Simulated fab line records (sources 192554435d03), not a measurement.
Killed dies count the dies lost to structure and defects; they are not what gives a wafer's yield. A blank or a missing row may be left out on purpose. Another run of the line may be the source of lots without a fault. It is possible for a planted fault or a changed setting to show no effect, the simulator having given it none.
What tool caused it? || flow n5_finfet || 24 lots, 72 wafers sampled, at 5 steps of a route of 1938

WHAT THE GAUGES READ, wafer by wafer
N5_BEOL_M5_RS_MEAS_57: the measuring method here is four-point-probe. Usual: M5_RS gives 0.386 ohm/sq (standard deviation 0.015).
{"lot": "L074", "measured": "day 8 01:56", "on": "film_metro-02", "M5_RS (ohm/sq)": "0.372 0.370 0.385", "flag": ""}
{"lot": "L075", "measured": "day 8 17:37", "on": "film_metro-02", "M5_RS (ohm/sq)": "0.384 0.386 0.424", "flag": ""}
{"lot": "L076", "measured": "day 8 20:51", "on": "film_metro-01", "M5_RS (ohm/sq)": "0.389 0.376 0.385", "flag": ""}
{"lot": "L077", "measured": "day 8 21:35", "on": "film_metro-02", "M5_RS (ohm/sq)": "0.404 0.377 0.377", "flag": ""}
{"lot": "L078", "measured": "day 9 13:29", "on": "film_metro-01", "M5_RS (ohm/sq)": "0.383 0.386 0.397", "flag": ""}
{"lot": "L079", "measured": "day 9 15:37", "on": "film_metro-02", "M5_RS (ohm/sq)": "0.379 0.366 0.385", "flag": ""}
{"lot": "L080", "measured": "day 9 21:08", "on": "film_metro-01", "M5_RS (ohm/sq)": "0.393 0.397 0.386", "flag": ""}
{"lot": "L081", "measured": "day 9 23:31", "on": "film_metro-02", "M5_RS (ohm/sq)": "0.376 0.380 0.393", "flag": ""}
{"lot": "L082", "measured": "day 10 15:41", "on": "film_metro-01", "M5_RS (ohm/sq)": "0.388 0.384 0.404", "flag": ""}
{"lot": "L084", "measured": "day 10 20:56", "on": "film_metro-02", "M5_RS (ohm/sq)": "0.384 0.392 0.380", "flag": ""}
{"lot": "L083", "measured": "day 10 17:47", "on": "film_metro-02", "M5_RS (ohm/sq)": "0.406 0.406 0.396", "flag": ""}
{"lot": "L085", "measured": "day 10 23:08", "on": "film_metro-01", "M5_RS (ohm/sq)": "0.408 0.390 0.382", "flag": ""}
{"lot": "L086", "measured": "day 11 17:40", "on": "film_metro-02", "M5_RS (ohm/sq)": "0.398 0.377 0.397", "flag": ""}
{"lot": "L088", "measured": "day 11 21:43", "on": "film_metro-01", "M5_RS (ohm/sq)": "0.354 0.362 0.373", "flag": ""}
{"lot": "L087", "measured": "day 11 22:20", "on": "film_metro-01", "M5_RS (ohm/sq)": "0.399 0.368 0.381", "flag": ""}
{"lot": "L089", "measured": "day 12 02:45", "on": "film_metro-01", "M5_RS (ohm/sq)": "0.413 0.416 0.400", "flag": ""}
{"lot": "L090", "measured": "day 12 15:26", "on": "film_metro-01", "M5_RS (ohm/sq)": "0.391 0.391 0.389", "flag": ""}
{"lot": "L091", "measured": "day 13 14:11", "on": "film_metro-01", "M5_RS (ohm/sq)": "0.401 0.370 0.403", "flag": ""}
{"lot": "L092", "measured": "day 12 22:36", "on": "film_metro-02", "M5_RS (ohm/sq)": "0.375 0.413 0.366", "flag": ""}
{"lot": "L093", "measured": "day 13 07:08", "on": "film_metro-01", "M5_RS (ohm/sq)": "0.359 0.379 0.361", "flag": ""}
{"lot": "L094", "measured": "day 13 04:19", "on": "film_metro-02", "M5_RS (ohm/sq)": "0.376 0.383 0.370", "flag": ""}
{"lot": "L095", "measured": "day 13 23:56", "on": "film_metro-02", "M5_RS (ohm/sq)": "0.362 0.375 0.386", "flag": ""}
{"lot": "L096", "measured": "day 14 06:31", "on": "film_metro-02", "M5_RS (ohm/sq)": "0.386 0.376 0.393", "flag": ""}
{"lot": "L097", "measured": "day 14 20:59", "on": "film_metro-01", "M5_RS (ohm/sq)": "0.383 0.386 0.383", "flag": ""}

N5_BEOL_M6_CD_MEAS_28: target cd 40 nm. Usual: cd_nm reads 40.15 nm (standard deviation 0.24).
{"lot": "L074", "measured": "day 8 04:51", "on": "cd_sem-02", "cd_nm (nm)": "40.07 40.32 39.70", "flag": ""}
{"lot": "L075", "measured": "day 8 20:29", "on": "cd_sem-03", "cd_nm (nm)": "39.84 40.00 40.03", "flag": ""}
{"lot": "L076", "measured": "day 9 01:14", "on": "cd_sem-03", "cd_nm (nm)": "40.27 39.93 40.30", "flag": ""}
{"lot": "L077", "measured": "day 9 01:35", "on": "cd_sem-03", "cd_nm (nm)": "40.33 40.36 39.96", "flag": ""}
{"lot": "L078", "measured": "day 9 17:53", "on": "cd_sem-03", "cd_nm (nm)": "39.83 40.21 40.25", "flag": ""}
{"lot": "L079", "measured": "day 9 20:35", "on": "cd_sem-01", "cd_nm (nm)": "40.05 39.89 40.04", "flag": ""}
{"lot": "L080", "measured": "day 9 23:25", "on": "cd_sem-02", "cd_nm (nm)": "40.29 40.23 40.38", "flag": ""}
{"lot": "L081", "measured": "day 10 03:21", "on": "cd_sem-02", "cd_nm (nm)": "40.32 40.53 39.88", "flag": ""}
{"lot": "L082", "measured": "day 10 19:56", "on": "cd_sem-02", "cd_nm (nm)": "40.32 40.18 40.07", "flag": ""}
{"lot": "L084", "measured": "day 11 00:56", "on": "cd_sem-03", "cd_nm (nm)": "39.95 40.41 39.91", "flag": ""}
{"lot": "L083", "measured": "day 10 21:50", "on": "cd_sem-03", "cd_nm (nm)": "40.29 40.14 40.17", "flag": ""}
{"lot": "L085", "measured": "day 11 02:54", "on": "cd_sem-03", "cd_nm (nm)": "40.18 40.26 40.60", "flag": ""}
{"lot": "L086", "measured": "day 11 23:44", "on": "cd_sem-03", "cd_nm (nm)": "40.36 40.01 40.22", "flag": ""}
{"lot": "L088", "measured": "day 12 01:46", "on": "cd_sem-03", "cd_nm (nm)": "40.16 39.85 39.88", "flag": ""}
{"lot": "L087", "measured": "day 12 04:10", "on": "cd_sem-02", "cd_nm (nm)": "39.91 40.34 39.58", "flag": ""}
{"lot": "L089", "measured": "day 12 08:14", "on": "cd_sem-02", "cd_nm (nm)": "40.14 40.28 40.48", "flag": ""}
{"lot": "L090", "measured": "day 12 20:24", "on": "cd_sem-02", "cd_nm (nm)": "40.01 40.16 40.32", "flag": ""}
{"lot": "L091", "measured": "day 13 18:47", "on": "cd_sem-02", "cd_nm (nm)": "40.10 40.38 40.38", "flag": ""}
{"lot": "L092", "measured": "day 13 05:19", "on": "cd_sem-01", "cd_nm (nm)": "40.03 40.04 40.29", "flag": ""}
{"lot": "L093", "measured": "day 13 11:42", "on": "cd_sem-02", "cd_nm (nm)": "40.29 39.77 39.57", "flag": ""}
{"lot": "L094", "measured": "day 13 07:03", "on": "cd_sem-03", "cd_nm (nm)": "40.24 39.96 40.22", "flag": ""}
{"lot": "L095", "measured": "day 14 03:59", "on": "cd_sem-01", "cd_nm (nm)": "39.81 39.90 40.47", "flag": ""}
{"lot": "L096", "measured": "day 14 11:32", "on": "cd_sem-02", "cd_nm (nm)": "40.02 40.43 39.89", "flag": ""}
{"lot": "L097", "measured": "day 15 02:13", "on": "cd_sem-01", "cd_nm (nm)": "40.41 40.19 40.05", "flag": ""}

N5_BEOL_M6_INSPECT_30: inspects for defects (brightfield). Usual: raw_defect_count reads 404 (standard deviation 88).
{"lot": "L074", "measured": "day 8 04:56", "on": "defect_inspect-01", "raw_defect_count": "476 394 326", "flag": ""}
{"lot": "L075", "measured": "day 8 20:35", "on": "defect_inspect-02", "raw_defect_count": "472 366 380", "flag": ""}
{"lot": "L076", "measured": "day 9 01:19", "on": "defect_inspect-02", "raw_defect_count": "432 296 333", "flag": ""}
{"lot": "L077", "measured": "day 9 01:40", "on": "defect_inspect-02", "raw_defect_count": "481 561 316", "flag": ""}
{"lot": "L078", "measured": "day 9 17:58", "on": "defect_inspect-01", "raw_defect_count": "419 531 379", "flag": ""}
{"lot": "L079", "measured": "day 9 20:41", "on": "defect_inspect-02", "raw_defect_count": "295 338 349", "flag": ""}
{"lot": "L080", "measured": "day 9 23:30", "on": "defect_inspect-02", "raw_defect_count": "332 437 322", "flag": ""}
{"lot": "L081", "measured": "day 10 03:26", "on": "defect_inspect-02", "raw_defect_count": "320 239 301", "flag": ""}
{"lot": "L082", "measured": "day 10 20:01", "on": "defect_inspect-01", "raw_defect_count": "324 328 295", "flag": ""}
{"lot": "L084", "measured": "day 11 01:01", "on": "defect_inspect-01", "raw_defect_count": "342 303 359", "flag": ""}
{"lot": "L083", "measured": "day 10 21:55", "on": "defect_inspect-01", "raw_defect_count": "472 401 474", "flag": ""}
{"lot": "L085", "measured": "day 11 03:00", "on": "defect_inspect-01", "raw_defect_count": "460 485 513", "flag": ""}
{"lot": "L086", "measured": "day 11 23:49", "on": "defect_inspect-01", "raw_defect_count": "301 410 341", "flag": ""}
{"lot": "L088", "measured": "day 12 01:51", "on": "defect_inspect-01", "raw_defect_count": "615 488 499", "flag": ""}
{"lot": "L087", "measured": "day 12 04:15", "on": "defect_inspect-01", "raw_defect_count": "457 469 552", "flag": ""}
{"lot": "L089", "measured": "day 12 08:19", "on": "defect_inspect-02", "raw_defect_count": "309 389 395", "flag": ""}
{"lot": "L090", "measured": "day 12 20:29", "on": "defect_inspect-01", "raw_defect_count": "401 402 416", "flag": ""}
{"lot": "L091", "measured": "day 13 18:52", "on": "defect_inspect-02", "raw_defect_count": "274 311 349", "flag": ""}
{"lot": "L092", "measured": "day 13 05:24", "on": "defect_inspect-01", "raw_defect_count": "663 489 538", "flag": ""}
{"lot": "L093", "measured": "day 13 11:47", "on": "defect_inspect-01", "raw_defect_count": "362 411 369", "flag": ""}
{"lot": "L094", "measured": "day 13 07:08", "on": "defect_inspect-02", "raw_defect_count": "568 346 355", "flag": ""}
{"lot": "L095", "measured": "day 14 04:05", "on": "defect_inspect-02", "raw_defect_count": "480 368 274", "flag": ""}
{"lot": "L096", "measured": "day 14 11:38", "on": "defect_inspect-02", "raw_defect_count": "561 407 536", "flag": ""}
{"lot": "L097", "measured": "day 15 02:19", "on": "defect_inspect-01", "raw_defect_count": "377 373 403", "flag": ""}

EACH LOT AND THE TOOL THAT RAN IT (in order: tool; ch and the chambers of the sampled wafers; start)
{"lot": "L074", "N5_BEOL_M5_STRIP_91": "rie_diel-05 ch 2,3, day 7 23:48 or earlier", "N5_BEOL_M5_SPUTTER_88": "pvd_sputter-01, day 7 23:48"}
{"lot": "L075", "N5_BEOL_M5_STRIP_91": "rie_diel-05 ch 0,1,3, day 8 15:27 or earlier", "N5_BEOL_M5_SPUTTER_88": "pvd_sputter-01, day 8 15:27"}
{"lot": "L076", "N5_BEOL_M5_STRIP_91": "rie_diel-04 ch 1,2,3, day 8 18:43 or earlier", "N5_BEOL_M5_SPUTTER_88": "pvd_sputter-03, day 8 18:43"}
{"lot": "L077", "N5_BEOL_M5_STRIP_91": "rie_diel-05 ch 0,1,2, day 8 19:19 or earlier", "N5_BEOL_M5_SPUTTER_88": "pvd_sputter-02, day 8 19:19"}
{"lot": "L078", "N5_BEOL_M5_STRIP_91": "rie_diel-03 ch 1,2, day 9 11:20 or earlier", "N5_BEOL_M5_SPUTTER_88": "pvd_sputter-02, day 9 11:20"}
{"lot": "L079", "N5_BEOL_M5_STRIP_91": "rie_diel-03 ch 1,2,3, day 9 13:20 or earlier", "N5_BEOL_M5_SPUTTER_88": "pvd_sputter-03, day 9 13:20"}
{"lot": "L080", "N5_BEOL_M5_STRIP_91": "rie_diel-04 ch 1,2, day 9 18:59 or earlier", "N5_BEOL_M5_SPUTTER_88": "pvd_sputter-02, day 9 18:59"}
{"lot": "L081", "N5_BEOL_M5_STRIP_91": "rie_diel-03 ch 2,3, day 9 21:22 or earlier", "N5_BEOL_M5_SPUTTER_88": "pvd_sputter-03, day 9 21:22"}
{"lot": "L082", "N5_BEOL_M5_STRIP_91": "rie_diel-04 ch 0,2, day 10 13:31 or earlier", "N5_BEOL_M5_SPUTTER_88": "pvd_sputter-01, day 10 13:31"}
{"lot": "L084", "N5_BEOL_M5_STRIP_91": "rie_diel-05 ch 0,2,3, day 10 18:47 or earlier", "N5_BEOL_M5_SPUTTER_88": "pvd_sputter-03, day 10 18:47"}
{"lot": "L083", "N5_BEOL_M5_STRIP_91": "rie_diel-04 ch 0,2,3, day 10 15:38 or earlier", "N5_BEOL_M5_SPUTTER_88": "pvd_sputter-02, day 10 15:38"}
{"lot": "L085", "N5_BEOL_M5_STRIP_91": "rie_diel-03 ch 0,1,2, day 10 20:51 or earlier", "N5_BEOL_M5_SPUTTER_88": "pvd_sputter-02, day 10 20:51"}
{"lot": "L086", "N5_BEOL_M5_STRIP_91": "rie_diel-04 ch 0,1,3, day 11 15:28 or earlier", "N5_BEOL_M5_SPUTTER_88": "pvd_sputter-01, day 11 15:28"}
{"lot": "L088", "N5_BEOL_M5_STRIP_91": "rie_diel-03 ch 0,2, day 11 19:34 or earlier", "N5_BEOL_M5_SPUTTER_88": "pvd_sputter-02, day 11 19:34"}
{"lot": "L087", "N5_BEOL_M5_STRIP_91": "rie_diel-03 ch 0,2,3, day 11 20:12 or earlier", "N5_BEOL_M5_SPUTTER_88": "pvd_sputter-01, day 11 20:12"}
{"lot": "L089", "N5_BEOL_M5_STRIP_91": "rie_diel-04 ch 1,2, day 12 00:35 or earlier", "N5_BEOL_M5_SPUTTER_88": "pvd_sputter-02, day 12 00:35"}
{"lot": "L090", "N5_BEOL_M5_STRIP_91": "rie_diel-03 ch 0,1, day 12 13:16 or earlier", "N5_BEOL_M5_SPUTTER_88": "pvd_sputter-01, day 12 13:16"}
{"lot": "L091", "N5_BEOL_M5_STRIP_91": "rie_diel-03 ch 0,2, day 13 12:01 or earlier", "N5_BEOL_M5_SPUTTER_88": "pvd_sputter-02, day 13 12:01"}
{"lot": "L092", "N5_BEOL_M5_STRIP_91": "rie_diel-04 ch 1,2,3, day 12 20:27 or earlier", "N5_BEOL_M5_SPUTTER_88": "pvd_sputter-03, day 12 20:27"}
{"lot": "L093", "N5_BEOL_M5_STRIP_91": "rie_diel-03 ch 0,2,3, day 13 04:53 or earlier", "N5_BEOL_M5_SPUTTER_88": "pvd_sputter-01, day 13 04:53"}
{"lot": "L094", "N5_BEOL_M5_STRIP_91": "rie_diel-03 ch 0,1, day 13 02:11 or earlier", "N5_BEOL_M5_SPUTTER_88": "pvd_sputter-03, day 13 02:11"}
{"lot": "L095", "N5_BEOL_M5_STRIP_91": "rie_diel-03 ch 1,2,3, day 13 21:31 or earlier", "N5_BEOL_M5_SPUTTER_88": "pvd_sputter-01, day 13 21:31"}
{"lot": "L096", "N5_BEOL_M5_STRIP_91": "rie_diel-05 ch 0,2,3, day 14 04:16 or earlier", "N5_BEOL_M5_SPUTTER_88": "pvd_sputter-03, day 14 04:16"}
{"lot": "L097", "N5_BEOL_M5_STRIP_91": "rie_diel-05 ch 2,3, day 14 18:43 or earlier", "N5_BEOL_M5_SPUTTER_88": "pvd_sputter-02, day 14 18:43"}
- N5_BEOL_M5_STRIP_91: strips in N2/H2, time 10 s.
- N5_BEOL_M5_SPUTTER_88: material Cu, target thk 15 nm, time 27.62 s.

AS READ BY THE TOOLS THEMSELVES (means over the sampled wafers that have a number; for cases with no such wafer, the mark the record gives instead)
N5_BEOL_M5_STRIP_91. Usual: bias_power_w 7.002 W, standard deviation 0.02; drypump_motor_current_A 5.6 A, standard deviation 0.55; oes_product_au 0.80 a.u., standard deviation 0.1; rf_vpp_V 59.0 V, standard deviation 0.81; showerhead_plenum_p_Torr 2.53 Torr, standard deviation 0.094; throttle_valve_pct 23.5 %, standard deviation 0.44.
{"lot": "L074", "tool": "rie_diel-05", "bias_power_w (W)": 6.983, "drypump_motor_current_A (A)": 5.2, "oes_product_au (a.u.)": 0.68, "rf_vpp_V (V)": 59.8, "showerhead_plenum_p_Torr (Torr)": 2.53, "throttle_valve_pct (%)": 23.1, "flag": ""}
{"lot": "L075", "tool": "rie_diel-05", "bias_power_w (W)": 7.016, "drypump_motor_current_A (A)": 5.4, "oes_product_au (a.u.)": 0.75, "rf_vpp_V (V)": 58.6, "showerhead_plenum_p_Torr (Torr)": 2.49, "throttle_valve_pct (%)": 23.4, "flag": ""}
{"lot": "L076", "tool": "rie_diel-04", "bias_power_w (W)": 6.988, "drypump_motor_current_A (A)": 5.8, "oes_product_au (a.u.)": 0.73, "rf_vpp_V (V)": 58.4, "showerhead_plenum_p_Torr (Torr)": 2.46, "throttle_valve_pct (%)": 23.7, "flag": ""}
{"lot": "L077", "tool": "rie_diel-05", "bias_power_w (W)": 6.988, "drypump_motor_current_A (A)": 5.7, "oes_product_au (a.u.)": 0.75, "rf_vpp_V (V)": 58.8, "showerhead_plenum_p_Torr (Torr)": 2.53, "throttle_valve_pct (%)": 23.3, "flag": ""}
{"lot": "L078", "tool": "rie_diel-03", "bias_power_w (W)": 7.009, "drypump_motor_current_A (A)": 6.0, "oes_product_au (a.u.)": 0.79, "rf_vpp_V (V)": 59.1, "showerhead_plenum_p_Torr (Torr)": 2.64, "throttle_valve_pct (%)": 23.5, "flag": ""}
{"lot": "L079", "tool": "rie_diel-03", "bias_power_w (W)": 7.015, "drypump_motor_current_A (A)": 5.6, "oes_product_au (a.u.)": 0.85, "rf_vpp_V (V)": 59.2, "showerhead_plenum_p_Torr (Torr)": 2.60, "throttle_valve_pct (%)": 23.7, "flag": ""}
{"lot": "L080", "tool": "rie_diel-04", "bias_power_w (W)": 7.001, "drypump_motor_current_A (A)": 5.9, "oes_product_au (a.u.)": 0.70, "rf_vpp_V (V)": 59.5, "showerhead_plenum_p_Torr (Torr)": 2.48, "throttle_valve_pct (%)": 24.0, "flag": ""}
{"lot": "L081", "tool": "rie_diel-03", "bias_power_w (W)": 7.001, "drypump_motor_current_A (A)": 6.2, "oes_product_au (a.u.)": 0.81, "rf_vpp_V (V)": 59.3, "showerhead_plenum_p_Torr (Torr)": 2.58, "throttle_valve_pct (%)": 23.4, "flag": ""}
{"lot": "L082", "tool": "rie_diel-04", "bias_power_w (W)": 6.990, "drypump_motor_current_A (A)": 5.5, "oes_product_au (a.u.)": 0.69, "rf_vpp_V (V)": 59.2, "showerhead_plenum_p_Torr (Torr)": 2.44, "throttle_valve_pct (%)": 23.7, "flag": ""}
{"lot": "L084", "tool": "rie_diel-05", "bias_power_w (W)": 7.021, "drypump_motor_current_A (A)": 5.4, "oes_product_au (a.u.)": 0.83, "rf_vpp_V (V)": 58.4, "showerhead_plenum_p_Torr (Torr)": 2.55, "throttle_valve_pct (%)": 22.8, "flag": ""}
{"lot": "L083", "tool": "rie_diel-04", "bias_power_w (W)": 6.980, "drypump_motor_current_A (A)": 5.8, "oes_product_au (a.u.)": 0.71, "rf_vpp_V (V)": 58.8, "showerhead_plenum_p_Torr (Torr)": 2.45, "throttle_valve_pct (%)": 23.7, "flag": ""}
{"lot": "L085", "tool": "rie_diel-03", "bias_power_w (W)": 7.013, "drypump_motor_current_A (A)": 5.7, "oes_product_au (a.u.)": 0.85, "rf_vpp_V (V)": 58.0, "showerhead_plenum_p_Torr (Torr)": 2.59, "throttle_valve_pct (%)": 23.7, "flag": ""}
{"lot": "L086", "tool": "rie_diel-04", "bias_power_w (W)": 6.989, "drypump_motor_current_A (A)": 5.4, "oes_product_au (a.u.)": 0.72, "rf_vpp_V (V)": 58.4, "showerhead_plenum_p_Torr (Torr)": 2.41, "throttle_valve_pct (%)": 23.6, "flag": ""}
{"lot": "L088", "tool": "rie_diel-03", "bias_power_w (W)": 7.019, "drypump_motor_current_A (A)": 6.0, "oes_product_au (a.u.)": 0.87, "rf_vpp_V (V)": 59.8, "showerhead_plenum_p_Torr (Torr)": 2.52, "throttle_valve_pct (%)": 23.5, "flag": ""}
{"lot": "L087", "tool": "rie_diel-03", "bias_power_w (W)": 7.001, "drypump_motor_current_A (A)": 5.9, "oes_product_au (a.u.)": 0.86, "rf_vpp_V (V)": 59.4, "showerhead_plenum_p_Torr (Torr)": 2.52, "throttle_valve_pct (%)": 23.5, "flag": ""}
{"lot": "L089", "tool": "rie_diel-04", "bias_power_w (W)": 6.992, "drypump_motor_current_A (A)": 5.4, "oes_product_au (a.u.)": 0.68, "rf_vpp_V (V)": 58.5, "showerhead_plenum_p_Torr (Torr)": 2.44, "throttle_valve_pct (%)": 23.8, "flag": ""}
{"lot": "L090", "tool": "rie_diel-03", "bias_power_w (W)": 7.002, "drypump_motor_current_A (A)": 5.2, "oes_product_au (a.u.)": 0.85, "rf_vpp_V (V)": 59.8, "showerhead_plenum_p_Torr (Torr)": 2.61, "throttle_valve_pct (%)": 24.0, "flag": ""}
{"lot": "L091", "tool": "rie_diel-03", "bias_power_w (W)": 7.017, "drypump_motor_current_A (A)": 6.3, "oes_product_au (a.u.)": 0.79, "rf_vpp_V (V)": 59.1, "showerhead_plenum_p_Torr (Torr)": 2.57, "throttle_valve_pct (%)": 23.3, "flag": ""}
{"lot": "L092", "tool": "rie_diel-04", "bias_power_w (W)": 6.997, "drypump_motor_current_A (A)": 5.8, "oes_product_au (a.u.)": 0.70, "rf_vpp_V (V)": 57.9, "showerhead_plenum_p_Torr (Torr)": 2.45, "throttle_valve_pct (%)": 23.8, "flag": ""}
{"lot": "L093", "tool": "rie_diel-03", "bias_power_w (W)": 7.004, "drypump_motor_current_A (A)": 5.9, "oes_product_au (a.u.)": 0.86, "rf_vpp_V (V)": 59.3, "showerhead_plenum_p_Torr (Torr)": 2.52, "throttle_valve_pct (%)": 23.5, "flag": ""}
{"lot": "L094", "tool": "rie_diel-03", "bias_power_w (W)": 6.988, "drypump_motor_current_A (A)": 5.4, "oes_product_au (a.u.)": 0.89, "rf_vpp_V (V)": 58.9, "showerhead_plenum_p_Torr (Torr)": 2.55, "throttle_valve_pct (%)": 23.8, "flag": ""}
{"lot": "L095", "tool": "rie_diel-03", "bias_power_w (W)": 7.010, "drypump_motor_current_A (A)": 5.7, "oes_product_au (a.u.)": 0.82, "rf_vpp_V (V)": 59.6, "showerhead_plenum_p_Torr (Torr)": 2.59, "throttle_valve_pct (%)": 23.8, "flag": ""}
{"lot": "L096", "tool": "rie_diel-05", "bias_power_w (W)": 7.018, "drypump_motor_current_A (A)": 5.4, "oes_product_au (a.u.)": 0.89, "rf_vpp_V (V)": 58.9, "showerhead_plenum_p_Torr (Torr)": 2.53, "throttle_valve_pct (%)": 22.8, "flag": ""}
{"lot": "L097", "tool": "rie_diel-05", "bias_power_w (W)": 6.996, "drypump_motor_current_A (A)": 5.5, "oes_product_au (a.u.)": 0.93, "rf_vpp_V (V)": 59.9, "showerhead_plenum_p_Torr (Torr)": 2.54, "throttle_valve_pct (%)": 22.7, "flag": ""}

N5_BEOL_M5_SPUTTER_88. Usual: throttle_valve_pct reads 29.5 % (standard deviation 1).
{"lot": "L074", "tool": "pvd_sputter-01", "throttle_valve_pct (%)": 28.4, "flag": ""}
{"lot": "L075", "tool": "pvd_sputter-01", "throttle_valve_pct (%)": 28.3, "flag": ""}
{"lot": "L076", "tool": "pvd_sputter-03", "throttle_valve_pct (%)": 30.8, "flag": ""}
{"lot": "L077", "tool": "pvd_sputter-02", "throttle_valve_pct (%)": 29.1, "flag": ""}
{"lot": "L078", "tool": "pvd_sputter-02", "throttle_valve_pct (%)": 29.4, "flag": ""}
{"lot": "L079", "tool": "pvd_sputter-03", "throttle_valve_pct (%)": 30.6, "flag": ""}
{"lot": "L080", "tool": "pvd_sputter-02", "throttle_valve_pct (%)": 29.7, "flag": ""}
{"lot": "L081", "tool": "pvd_sputter-03", "throttle_valve_pct (%)": 30.0, "flag": ""}
{"lot": "L082", "tool": "pvd_sputter-01", "throttle_valve_pct (%)": 29.3, "flag": ""}
{"lot": "L084", "tool": "pvd_sputter-03", "throttle_valve_pct (%)": 30.0, "flag": ""}
{"lot": "L083", "tool": "pvd_sputter-02", "throttle_valve_pct (%)": 29.9, "flag": ""}
{"lot": "L085", "tool": "pvd_sputter-02", "throttle_valve_pct (%)": 29.2, "flag": ""}
{"lot": "L086", "tool": "pvd_sputter-01", "throttle_valve_pct (%)": 28.7, "flag": ""}
{"lot": "L088", "tool": "pvd_sputter-02", "throttle_valve_pct (%)": 29.5, "flag": ""}
{"lot": "L087", "tool": "pvd_sputter-01", "throttle_valve_pct (%)": 28.6, "flag": ""}
{"lot": "L089", "tool": "pvd_sputter-02", "throttle_valve_pct (%)": 29.5, "flag": ""}
{"lot": "L090", "tool": "pvd_sputter-01", "throttle_valve_pct (%)": 28.9, "flag": ""}
{"lot": "L091", "tool": "pvd_sputter-02", "throttle_valve_pct (%)": 29.9, "flag": ""}
{"lot": "L092", "tool": "pvd_sputter-03", "throttle_valve_pct (%)": 30.2, "flag": ""}
{"lot": "L093", "tool": "pvd_sputter-01", "throttle_valve_pct (%)": 28.0, "flag": ""}
{"lot": "L094", "tool": "pvd_sputter-03", "throttle_valve_pct (%)": 29.4, "flag": ""}
{"lot": "L095", "tool": "pvd_sputter-01", "throttle_valve_pct (%)": 29.6, "flag": ""}
{"lot": "L096", "tool": "pvd_sputter-03", "throttle_valve_pct (%)": 30.0, "flag": ""}
{"lot": "L097", "tool": "pvd_sputter-02", "throttle_valve_pct (%)": 29.3, "flag": ""}

THE ANSWER, worked out from the rows above alone
Rule: a lot is off if the mean of its wafers that have a number lies more than 3 standard deviations from the usual mean. Also off: a lot with no number at a reading for which 4 or more lots have one. Where the step has rows for the other lots, those lots are counted as sound. Order of review: gauges by route order, followed by the tools' own readings, for which a lot's mean as printed above is used. At the first step where some lot is off, the reading lying furthest off is the one used; lots without a number count as furthest.
Across all readings shown, no lot is off: no conclusion can be drawn from this.

WHAT THE SIMULATOR HAD PUT IN
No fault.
